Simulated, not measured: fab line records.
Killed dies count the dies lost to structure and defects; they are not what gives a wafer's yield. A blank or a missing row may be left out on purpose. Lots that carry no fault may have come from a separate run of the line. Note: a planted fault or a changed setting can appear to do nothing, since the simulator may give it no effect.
Struck lot and sound lot, side by side | flow nand-harc | 31 out of 1159 route steps
Sound: these wafers, L438.1, L438.3, L438.4. The struck wafers were L448.1, L448.2, L448.5. The cause is named last.
For every step that has rows: the tool of each side, followed by ch and its chambers, followed by its first start. Under that, the readings that differ: sound wafers | struck wafers | difference of the means | sigmas: that difference in standard deviations of wafers without a fault.
alike: same words and numbers on both sides, and readings whose means sit less than 2 such deviations apart. not compared: any withheld reading, any reading some wafer has no value for, any bound like >300 that may hide the same value, and any number with overlapping values for which the record gives no deviation.
The two part at a step that has a row with sigmas, a row that says differs or no value, or rows on one side only. Numbers that have no deviation but don't overlap get no sigmas and don't part them. Lack of a reading on every wafer of one side parts them only where that side has two or more wafers.

first, 2 steps without rows for these wafers: NHARC_P_ZERO_WELL_PEB_50 (peb time 85 s); NHARC_P_ZERO_WELL_DEVELOP_51 (time 70 s).
NHARC_P_ZERO_WELL_CD_MEAS_52: the cd target is 2000 nm.
  sound on cd-sem-02 ch 0, day 2 17:43; struck on cd-sem-03 ch 0, day 5 05:54
  alike: cd-nm
then, 1 step without rows for these wafers: NHARC_P_ZERO_WELL_HARDBAKE_53 (time 80 s).
NHARC_P_ZERO_WELL_DESCUM_54: chemistry O2, time 3 s.
  sound on rie-diel-01 ch 1,2,3, day 2 17:52; struck on rie-diel-08 ch 0,1,3, day 5 06:04
  alike: drypump-motor-current-A, oes-product-au, rf-vpp-V, showerhead-plenum-p-Torr, throttle-valve-pct
  not compared: rf-hours-counter-h
then, 5 steps without rows for these wafers: NHARC_P_ZERO_WELL_IMPLANT_55; NHARC_P_ZERO_WELL_IMPLANT_61; NHARC_P_ZERO_WELL_STRIP_56 (strips in SPM, time 840 s); NHARC_P_ZERO_WELL_PRECLEAN_68 (cleans in SC1, time 60 s); NHARC_P_ZERO_WELL_SRD_69.
NHARC_P_ZERO_WELL_RTA_42: time 300 s.
  sound on rtp-anneal-01 ch 0, day 2 18:56; struck on rtp-anneal-01 ch 0, day 5 07:02
  alike: anneal-temp-c-max, lamp-power-pct, wafer_temp_C_max
NHARC_P_ZERO_WELL_INSPECT_43:
  sound on defect-inspect-02 at day 2 19:38; struck on defect-inspect-02 at day 5 07:43
  alike: raw-defect-count
NHARC_P_STI_ETCH_26: etches SiO2 in dHF, target depth 11 nm.
  sound on wet-bench-03 ch 0,4,5, day 2 19:41; struck on wet-bench-03 ch 3,6,7, day 5 07:47
then, 13 steps without rows for these wafers: NHARC_P_STI_PRECLEAN_27 (cleans in SC1); NHARC_P_STI_SRD_28; NHARC_P_STI_OXIDE_29 (material SiO2, target thk 10 nm, ox time 1362 s); NHARC_P_STI_HM_DEP_30 (deposits Si3N4, target thk 80 nm, time 873 s); NHARC_P_STI_DEHYDRATE_01 (time 120 s); NHARC_P_STI_HMDS_02 (time 30 s); NHARC_P_STI_COAT_41 (time 65 s); NHARC_P_STI_COAT_03 (resist thk 600 nm); NHARC_P_STI_SOFTBAKE_04 (time 70 s); NHARC_P_STI_EBR_05; NHARC_P_STI_EXPOSE_06 (exposes mask P STI, target cd 200 nm); NHARC_P_STI_PEB_07 (peb time 80 s); NHARC_P_STI_DEVELOP_08 (time 50 s).
NHARC_P_STI_CD_MEAS_09: the cd target is 200 nm.
  sound on cd-sem-01 ch 0, day 3 10:58; struck on cd-sem-01 ch 0, day 6 00:50
  alike: cd-nm
NHARC_P_STI_OVL_MEAS_10:
  sound on overlay-02 at day 3 11:03; struck on overlay-02 at day 6 00:56
  alike: overlay-x-nm, overlay-y-nm
NHARC_P_STI_INSPECT_11:
  sound on defect-inspect-01 at day 3 11:05; struck on defect-inspect-02 at day 6 00:58
  reading          | sound | struck         | difference | sigmas
  raw-defect-count | 6 6 4 | 1159 1139 1156 | +1146      | +99 or more
then, 1 step without rows for these wafers: NHARC_P_STI_HARDBAKE_13 (time 65 s).
-- break in the record here, with 18 days between the starts of the struck wafers on either side (left off in module P_STI, picked up again in module END, where the first step shown is number 1159 on the route) --
NHARC_END_SORT_01:
  only the struck wafers appear in the record here, on prober-01 ch 0 at day 23 17:37; the sound ones have no rows

## WHERE THEY PART
At NHARC_P_STI_INSPECT_11 first; at NHARC_END_SORT_01 last (within this record only).

WHY: whatever the simulator had introduced
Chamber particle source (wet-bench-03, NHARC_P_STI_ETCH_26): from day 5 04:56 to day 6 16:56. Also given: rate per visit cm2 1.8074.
